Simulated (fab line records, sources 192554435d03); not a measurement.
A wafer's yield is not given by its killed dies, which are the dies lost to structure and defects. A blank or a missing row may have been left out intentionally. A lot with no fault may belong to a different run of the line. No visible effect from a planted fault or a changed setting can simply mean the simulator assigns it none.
Matching of chambers -- flow n5-finfet -- N5_SDB_CMP_30 on cmp-04: 4 sister chambers
The step polishes, stops on poly-Si, t overpolish 1.54 s, target thk 30 nm. 20 wafers are shown with their chamber, then 10 later ones without.

WAFERS WITH THEIR CHAMBER
wafer,chamber,motor-current-A (A),overpolish-run-s (s),time-to-endpoint-s (s)
L077.2,2,11.4,1.525,16.2
L077.4,3,9.8,1.545,15.2
L077.5,1,10.3,1.539,14.9
L079.3,1,10.6,1.531,18.0
L079.4,2,11.3,1.543,17.3
L079.6,3,9.9,1.545,18.9
L085.3,2,11.1,1.522,16.3
L085.4,1,10.5,1.530,16.7
L085.6,0,10.4,1.554,16.7
L087.3,1,10.1,1.532,15.1
L087.5,1,10.3,1.523,16.5
L087.6,0,10.8,1.557,17.0
L088.1,2,11.0,1.554,17.3
L088.3,1,10.2,1.549,16.0
L088.5,0,11.2,1.556,17.9
L089.3,0,10.8,1.538,21.2
L089.5,0,10.5,1.546,17.7
L089.6,3,9.4,1.534,17.2
L090.1,2,11.8,1.553,14.8
L090.2,3,9.6,1.529,15.6

SIGNATURES, as means of the wafers listed above
reading,chamber 0,chamber 1,chamber 2,chamber 3,scatter within a chamber
motor-current-A,10.740,10.333,11.320,9.675,0.262
overpolish-run-s,1.55020,1.53400,1.53940,1.53825,0.0105
time-to-endpoint-s,18.100,16.200,16.380,16.725,1.42
Rule: a wafer's distance from a chamber is the root of the sum, over the readings, of the square of ((its reading less the chamber's mean) divided by the reading's scatter). The wafer belongs to the nearest chamber; if the next one is less than 2 further off, it can't be placed. How the scatter is found: for the shown wafers, subtract from each reading the mean of its chamber, square and add these, divide the total by (wafers less chambers), then take the root.

WAFERS WITH NO CHAMBER GIVEN
wafer,motor-current-A (A),overpolish-run-s (s),time-to-endpoint-s (s)
L090.4,10.3,1.544,16.0
L092.1,10.4,1.539,18.9
L092.2,11.9,1.551,18.2
L092.6,10.6,1.541,16.8
L094.1,11.2,1.545,18.0
L094.3,9.9,1.524,15.9
L094.4,11.2,1.541,15.9
L096.1,9.9,1.544,16.7
L096.5,9.7,1.551,17.0
L096.6,10.3,1.550,20.3

WHICH CHAMBER EACH WENT THROUGH
wafer,from the rows above,in truth
L090.4,can't be placed: 1 or 0 or 3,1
L092.1,can't be placed: 0 or 1 or 3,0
L092.2,can't be placed: 2 or 0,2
L092.6,can't be placed: 1 or 0 or 2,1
L094.1,can't be placed: 2 or 0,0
L094.3,can't be placed: 3 or 1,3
L094.4,can't be placed: 2 or 0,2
L096.1,can't be placed: 3 or 1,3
L096.5,can't be placed: 3 or 1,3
L096.6,can't be placed: 0 or 1 or 3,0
Correct placement for 0 of the 10. Cannot be placed on the basis of these rows: 10; the candidates contain the true chamber in 10. Wrongly placed: 0.
